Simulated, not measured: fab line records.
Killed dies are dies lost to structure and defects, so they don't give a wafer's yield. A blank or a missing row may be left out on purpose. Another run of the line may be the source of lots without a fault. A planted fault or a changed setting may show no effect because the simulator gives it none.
Problem report in the 8D (eight disciplines) form, filled by code | flow n5Finfet | the parts of the form that need people (team, actions taken, sign-off) are left out

## 1. WHAT IS WRONG
At N5_BEOL_M8_COAT_05, spinSpeedRpm averages 1425.0 rpm over 6 wafers from 2 lots, while fault-free wafers read 1500.0 rpm, standard deviation 0.95. Measured from the usual mean, that is -79 standard deviations.
The step: resist thk 90 nm.
Earliest sighting: wafer L952.1 on lithoTrack-01 at day 14 13:43. At this step, 33 wafers from 12 lots have a number in the record. Rule for "out", or "out of limits": more than 4 standard deviations from the usual mean. Any other wafer with a number is counted as sound.

## 2. WHAT IT IS, WHAT IT ISN'T
question                    | is                     | is not
which readings at this step | spinSpeedRpm           | exhaustPa
which lots                  | L951, L952             | L940, L942, L943, L944, L948, L954, L957, L958, L961, L962
which wafers of those lots  | all that have a number | -
read on which tools         | lithoTrack-01          | lithoTrack-02, lithoTrack-03
when                        | from day 14 13:43      | up to then (14 sound wafers); but 13 sound wafers of L954, L957, L958, L961, L962 came after

## 3. WHAT RULES OUT EACH SUSPECT
Counting: a tool stays on the suspect list if, at a process step up to the reading, it processed all lots that are out and no sound lot following the first of them.
- rtpAnneal-02 at N5_BEOL_M7_ANNEAL_51 (time 90 s): ruled out as a lasting fault. Sound lots L958, L961 ran on it after its first lot that is out, L952 (day 14 11:06).
- lithoTrack-01 at N5_BEOL_M8_COAT_05 (resist thk 90 nm): kept. It processed each lot that is out, first L952 at day 14 13:43, and no sound lot thereafter; up to then, the last sound lot it processed was L944 at day 12 06:32. Its own readings are out on those wafers: spinSpeedRpm.
Left after counting: lithoTrack-01 at N5_BEOL_M8_COAT_05.

## 4. THE CAUSE (what the simulator had put in)
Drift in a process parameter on lithoTrack-01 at N5_BEOL_M8_COAT_05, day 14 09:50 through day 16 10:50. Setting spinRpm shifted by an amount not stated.
After counting, this tool was the only one left.

## 5. SEQUENCE OF EFFECTS, ordered by route
One row per reading whose mean, taken over the struck wafers that have a number, lies over 3 standard deviations from the usual. Scope: only readings with a usual standard deviation given in the record; hours: median across lots of the time from each lot's start at the first step in this table that gives one to its start at this step; sigmas: change in usual standard deviations.
hours | step               | reading      | usual      | on struck wafers | change | sigmas
0     | N5_BEOL_M8_COAT_05 | spinSpeedRpm | 1500.0 rpm | 1425.0           | -75.0  | -79
It contains these process steps:
- N5_BEOL_M8_COAT_05: resist thk 90 nm.
Later steps that measure or inspect, where all struck wafers having a row at the step show a number for every such reading and not one has moved that far: N5_BEOL_M8_OVL_MEAS_12.

## 6. HOW IT WOULD HAVE BEEN CAUGHT EARLIER
In this record no reading fell out of limits until day 14 13:43, 4 hours after the fault had begun at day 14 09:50.
